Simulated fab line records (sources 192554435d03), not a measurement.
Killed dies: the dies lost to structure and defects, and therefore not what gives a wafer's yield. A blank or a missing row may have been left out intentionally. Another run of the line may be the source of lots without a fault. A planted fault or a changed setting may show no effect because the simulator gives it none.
A struck lot beside a sound one	flow n5Finfet	36 steps out of a route of 1938
Sound: wafers L477.1, L477.2, L477.4. The struck wafers were L468.1, L468.4, L468.6. The cause is given at the end.
At each step with rows: each side's tool, then ch and its chambers, then its first start. Under that, the readings that differ: sound wafers	struck wafers	difference of the means	sigmas: that difference in standard deviations of wafers without a fault.
alike: words and numbers the same on both sides, and readings whose means are apart by under 2 such deviations; not compared: readings that were withheld, readings missing a value for some wafer, numbers with overlapping values and no deviation given by the record, and bounds like >300 which may hide the same value.
Wherever a step has rows on one side only, a row that says differs or no value, or a row with sigmas, the two part there. Numbers that don't overlap but have no deviation are shown without sigmas and don't part them. A reading missing from all wafers of one side parts the sides only when that side holds two or more wafers.

first, 9 steps without rows for these wafers: N5_BEOL_M3_DEVELOP_10 (develop time 30 s); N5_BEOL_M3_DESCUM_16 (chemistry O2, time 7 s); N5_BEOL_M3_ETCH_74 (etches underlayer in N2/H2, target depth 6.5 nm, time 5.2 s); N5_BEOL_M3_ETCH_63 (etches SiARC in CF4, target depth 15.6 nm, time 26 s); N5_BEOL_M3_ETCH_64 (etches SOC in N2/H2, target depth 75 nm, overetch 15 nm, time 112.5 s); N5_BEOL_M3_STRIP_65 (strips in N2/H2); N5_BEOL_M3_STRIP_75 (strips in N2/H2); N5_BEOL_M3_STRIP_66 (strips in CF4); N5_BEOL_M3_HM_OPEN_17 (chemistry Cl2/BCl3, target TiN, target depth 20 nm, overetch 6 nm).
N5_BEOL_M3_STRIP_19: strips in O2.
  sound on rieDiel-06 ch 1,2,3, day 11 14:49; struck on rieDiel-06 ch 0,2, day 9 10:21
  no value came back on the struck wafers for any of 8 readings (biasPowerW (W), chamberPressureMTorr (mTorr) and others); on the sound wafers biasPowerW (W) reads 0 0 0
reading	sound	struck	difference	sigmas
model.SOC_of_BEOL_M3_COAT_61.thkNm (nm)	0 0 0	52.4 52.2 52.4	+52.3	
then, 14 steps without rows for these wafers: N5_BEOL_M3_COAT_67 (time 60 s, resist thk 60 nm); N5_BEOL_M3_COAT_68 (time 60 s, resist thk 12 nm); N5_BEOL_M3_COAT_76 (time 60 s, resist thk 5 nm); N5_BEOL_M3_COAT_22 (resist thk 30 nm); N5_BEOL_M3_EBR_24; N5_BEOL_M3_SOFTBAKE_23 (time 60 s); N5_BEOL_M3_EXPOSE_25 (exposes mask V2, defocus 5 nm); N5_BEOL_M3_PEB_26 (peb time 60 s); N5_BEOL_M3_DEVELOP_27 (develop time 30 s); N5_BEOL_M3_DESCUM_33 (chemistry O2, time 7 s); N5_BEOL_M3_ETCH_77 (etches underlayer in N2/H2, target depth 6.5 nm, time 5.2 s); N5_BEOL_M3_ETCH_69 (etches SiARC in CF4, target depth 15.6 nm, time 26 s); N5_BEOL_M3_ALD_98 (deposits SiO2, target thk 2.5 nm, pulse time 1 s, co reactant pulse time 1 s); N5_BEOL_M3_ETCHBACK_99 (etches SiO2 in CHF3, target depth 5 nm, time 10.4 s).
N5_BEOL_M3_ETCH_70: etches SOC in N2/H2, target depth 80 nm, overetch 16 nm, time 120 s.
  sound on rieDiel-05 ch 0,1,3, day 11 22:45; struck on rieDiel-05 ch 0,1,2, day 9 18:12
reading	sound	struck	difference	sigmas
oesProductAu (a.u.)	0.57 0.67 0.54	0.86 0.92 0.69	+0.23	+5
model.etch.depthNm (nm)	60.19 59.98 59.99	96.98 96.97 91.57	+35.12	
  alike: drypumpMotorCurrentA, n2FlowSccm, rfVppV, showerheadPlenumPTorr, throttleValvePct
  not compared: rfHoursCounterH
then, 6 steps without rows for these wafers: N5_BEOL_M3_STRIP_71 (strips in N2/H2); N5_BEOL_M3_STRIP_78 (strips in N2/H2); N5_BEOL_M3_VIA_ETCH_34 (etches the open film in C4F6/O2, target depth 69.4 nm, time 65.9 s); N5_BEOL_M3_STRIP_83 (strips in C4F6/O2); N5_BEOL_M3_STRIP_36 (strips in N2/H2); N5_BEOL_M3_TRENCH_ETCH_37 (etches SiOC in C4F6/O2, target depth 55.555 nm, time 29.2 s).
N5_BEOL_M3_ETCH_41: etches SiCN in CH3F/O2, target depth 29.9 nm, time 52.5 s.
  sound: rieDiel-05 ch 0,1,3; struck: rieDiel-05 ch 0,1,2
reading	sound	struck	difference	sigmas
model.SOC_of_BEOL_M3_COAT_61.thkNm (nm)	0 0 0	35.8 35.8 36.8	+36.1	
  alike: CH3F_flow_sccm, drypumpMotorCurrentA, oesProductAu, rfVppV, showerheadPlenumPTorr, throttleValvePct
  not compared: rfHoursCounterH
then, 2 steps without rows for these wafers: N5_BEOL_M3_STRIP_97 (strips in N2/H2, time 10 s); N5_BEOL_M3_HM_STRIP_39 (strips TiN in peroxide tin strip, target depth 25 nm, time 158 s).
N5_BEOL_M4_RC_MEAS_101:
  the record has rows for the sound wafers here (prober-02 ch 0, day 12 18:40) and none for the struck ones
-- here the record skips 5 days between the struck wafers' starts before and after, leaving off in module BEOL_M4 and picking up in module PASSIVATION (first step shown: number 1936 of the route) --
N5_PASSIVATION_PROBE_49:
  record: rows for the struck wafers here (prober-01, day 15 05:05), none for the sound ones

== WHERE THEY PART ==
Earliest at N5_BEOL_M3_STRIP_19; latest, in this record, at N5_PASSIVATION_PROBE_49.

WHY: what the simulator had put in
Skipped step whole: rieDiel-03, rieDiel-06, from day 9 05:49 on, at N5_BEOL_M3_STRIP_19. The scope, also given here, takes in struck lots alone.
